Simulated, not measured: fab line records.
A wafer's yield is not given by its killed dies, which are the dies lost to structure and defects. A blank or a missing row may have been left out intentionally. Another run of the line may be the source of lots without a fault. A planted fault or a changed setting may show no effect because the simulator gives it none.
What tool caused it? | flow nandHarc | Sampling: 14 lots, 42 wafers, 4 of 1302 route steps

== WHAT THE GAUGES READ, wafer by wafer ==
NHARC_A_BLC_OVL_MEAS_11.
lot  | measured     | on         | overlayXNm (nm) | overlayYNm (nm)
L827 | day 22 15:35 | overlay-02 | -0.4 0.1 -0.7   | 0.1 -0.4 0.3
L828 | day 23 05:35 | overlay-02 | 0.3 0.4 0.7     | -1.1 -1.6 -1.2
L829 | day 23 06:16 | overlay-01 | -2.2 -2.0 -2.0  | -1.3 -1.8 -1.4
L830 | day 24 05:53 | overlay-02 | -0.5 0.3 0.2    | -0.8 -0.5 -0.5
L831 | day 24 07:25 | overlay-01 | 0.1 0.2 -0.2    | 0.2 -0.2 0.1
L832 | day 25 05:32 | overlay-02 | 0.0 0.4 0.2     | 0.0 -0.3 0.1
L833 | day 25 11:58 | overlay-02 | -1.2 -1.1 -1.2  | -1.0 -0.7 -0.3
L834 | day 25 13:22 | overlay-02 | -0.7 -0.3 -1.1  | 0.6 0.8 0.6
L835 | day 25 19:22 | overlay-02 | 0.2 0.1 0.1     | 2.1 2.7 2.4
L838 | day 26 10:58 | overlay-02 | -0.3 0.0 0.1    | 0.0 0.0 -0.4
L837 | day 26 16:16 | overlay-02 | 0.1 0.9 0.3     | -0.8 -0.5 -1.2
L841 | day 28 20:16 | overlay-02 | -0.7 -0.7 -0.5  | 0.8 0.5 0.9
L843 | day 29 05:47 | overlay-01 | 1.2 0.8 0.7     | 0.6 0.5 0.1
L849 | day 32 12:23 | overlay-02 | -0.2 0.3 0.1    | -1.7 -1.8 -1.8

NHARC_A_M0_CD_MEAS_09: target cd 80 nm.
lot  | measured     | on       | cdNm (nm)
L827 | day 22 19:26 | cdSem-01 | 80.8 80.2 79.6
L828 | day 23 09:52 | cdSem-02 | 80.7 79.7 80.4
L829 | day 23 10:16 | cdSem-02 | 79.6 80.0 80.4
L830 | day 24 10:11 | cdSem-02 | 80.6 80.4 79.6
L831 | day 24 11:50 | cdSem-01 | 80.9 80.2 80.2
L832 | day 25 09:37 | cdSem-03 | 80.1 80.0 79.9
L833 | day 25 16:02 | cdSem-02 | 79.9 79.4 79.2
L834 | day 25 17:20 | cdSem-03 | 80.1 80.3 79.8
L835 | day 25 23:13 | cdSem-02 | 80.3 80.6 79.4
L838 | day 26 14:48 | cdSem-03 | 80.4 80.6 79.9
L837 | day 26 20:04 | cdSem-01 | 68.2 68.8 69.0
L841 | day 29 00:13 | cdSem-03 | 71.7 72.2 72.1
L843 | day 29 09:54 | cdSem-03 | 79.8 80.7 80.5
L849 | day 32 16:27 | cdSem-01 | 80.6 80.9 81.2

== TOOL THAT RAN EACH LOT (tool first, then ch and the chambers of the sampled wafers, then the start) ==
lot  | NHARC_A_BLC_ETCH_16               | NHARC_A_M0_EXPOSE_06
L827 | rieDiel-10 ch 0,3, day 22 15:47   | arfiScanner-03 ch 0, day 22 19:17
L828 | rieDiel-12 ch 0,1,3, day 23 05:50 | arfiScanner-03 ch 0, day 23 09:44
L829 | rieDiel-10 ch 1,2,3, day 23 06:26 | arfiScanner-02 ch 0, day 23 10:08
L830 | rieDiel-10 ch 0,3, day 24 06:05   | arfiScanner-03 ch 0, day 24 10:02
L831 | rieDiel-12 ch 1,3, day 24 07:36   | arfiScanner-02 ch 0, day 24 11:42
L832 | rieDiel-08 ch 1,2, day 25 05:44   | arfiScanner-03 ch 0, day 25 09:28
L833 | rieDiel-10 ch 1,2,3, day 25 12:09 | arfiScanner-01 ch 0, day 25 15:53
L834 | rieDiel-12 ch 0,2,3, day 25 13:34 | arfiScanner-02 ch 0, day 25 17:12
L835 | rieDiel-12 ch 0,1,3, day 25 19:34 | arfiScanner-02 ch 0, day 25 23:04
L838 | rieDiel-10 ch 1,3, day 26 11:09   | arfiScanner-02 ch 0, day 26 14:40
L837 | rieDiel-08 ch 0,1,3, day 26 16:27 | arfiScanner-02 ch 0, day 26 19:56
L841 | rieDiel-08 ch 1,2, day 28 20:26   | arfiScanner-02 ch 0, day 29 00:05
L843 | rieDiel-08 ch 0,1,2, day 29 05:58 | arfiScanner-03 ch 0, day 29 09:46
L849 | rieDiel-10 ch 0,1,2, day 32 12:34 | arfiScanner-03 ch 0, day 32 16:19
- NHARC_A_BLC_ETCH_16: etches the open film in CF4, target depth 39 nm, time 65 s.
- NHARC_A_M0_EXPOSE_06: exposes mask A M0, target cd 80 nm.

== WHAT THE TOOLS THEMSELVES READ (means of the sampled wafers that have a number; where no wafer has one, the mark that the record gives instead) ==
NHARC_A_BLC_ETCH_16.
lot  | tool       | drypumpMotorCurrentA (A) | oesProductAu (a.u.) | rfVppV (V) | showerheadPlenumPTorr (Torr) | throttleValvePct (%)
L827 | rieDiel-10 | 5.5                      | 1.003               | 152.6      | 1.81                         | 13.282
L828 | rieDiel-12 | 5.8                      | 1.002               | 150.6      | 1.70                         | 13.286
L829 | rieDiel-10 | 5.4                      | 1.000               | 151.5      | 1.73                         | 13.279
L830 | rieDiel-10 | 5.6                      | 0.994               | 150.7      | 1.76                         | 13.292
L831 | rieDiel-12 | 5.5                      | 1.001               | 150.5      | 1.71                         | 13.279
L832 | rieDiel-08 | 5.9                      | 1.002               | 151.3      | 1.80                         | 13.295
L833 | rieDiel-10 | 5.4                      | 0.994               | 149.9      | 1.73                         | 13.285
L834 | rieDiel-12 | 6.1                      | 1.002               | 150.4      | 1.68                         | 13.285
L835 | rieDiel-12 | 5.8                      | 0.995               | 149.4      | 1.69                         | 13.279
L838 | rieDiel-10 | 5.5                      | 0.997               | 149.8      | 1.69                         | 13.275
L837 | rieDiel-08 | 5.6                      | 1.005               | 151.6      | 1.75                         | 13.286
L841 | rieDiel-08 | 5.9                      | 0.992               | 150.5      | 1.73                         | 13.279
L843 | rieDiel-08 | 5.9                      | 1.006               | 150.9      | 1.75                         | 13.286
L849 | rieDiel-10 | 5.3                      | 1.001               | 151.2      | 1.78                         | 13.291

NHARC_A_M0_EXPOSE_06.
lot  | tool           | exposureDoseMJCm2
L827 | arfiScanner-03 | 83.2
L828 | arfiScanner-03 | 83.2
L829 | arfiScanner-02 | 84.9
L830 | arfiScanner-03 | 83.1
L831 | arfiScanner-02 | 84.8
L832 | arfiScanner-03 | 83.0
L833 | arfiScanner-01 | 83.2
L834 | arfiScanner-02 | 84.9
L835 | arfiScanner-02 | 84.8
L838 | arfiScanner-02 | 84.7
L837 | arfiScanner-02 | 71.4
L841 | arfiScanner-02 | 74.1
L843 | arfiScanner-03 | 83.0
L849 | arfiScanner-03 | 83.0

== THE ANSWER, worked out from the rows above alone ==
Rule: the usual values come from the lots themselves. The widest of any qualifying gaps counts: lots, ordered by their means at a reading, are off when they make up no more than a third of the lots, leave a main group of 4 or more, and stand apart from it by 3 or more times the standard deviation of that group's means. Not used: any main group whose means are identical at the precision the tables above print for the reading. Also off: a lot with no number at a reading for which 4 or more lots have one. Any other lot the step has rows for is counted as sound. The gauges are gone through in route order, then the tools' own readings, and for those a lot's mean is taken as printed above. At the first step where some lot is off, the reading lying furthest off is the one used; lots without a number count as furthest.
Off, at NHARC_A_M0_CD_MEAS_09 on cdNm: L837, L841. The main group: mean 80.2 nm, standard deviation 0.31.
A tool fits if, at a process step before that reading, it ran every lot that is off, and no sound lot after the first of them. The gauges at NHARC_A_M0_CD_MEAS_09 aren't tried: what is off there is off at NHARC_A_M0_EXPOSE_06 too, on other tools, and a gauge's error can't cause that. One candidate fits, namely arfiScanner-02 at NHARC_A_M0_EXPOSE_06. A fault onset in the window from L838 (day 26 14:40, its last sound lot) to L837 (day 26 19:56, its first lot off) fits.
The tool's own readings at NHARC_A_M0_EXPOSE_06 bear it out: on the lots that are off they differ by more than 5 times the standard deviation of the sound lots' means. exposureDoseMJCm2 reads 72.8 there against 83.8 on the sound lots.

== WHAT THE SIMULATOR HAD INSERTED ==
Process parameter drift: arfiScanner-02, from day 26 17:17 on, at NHARC_A_M0_EXPOSE_06. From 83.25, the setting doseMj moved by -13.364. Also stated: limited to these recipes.
Shown lots that were struck: L837, L841. The rule above reached the same finding.
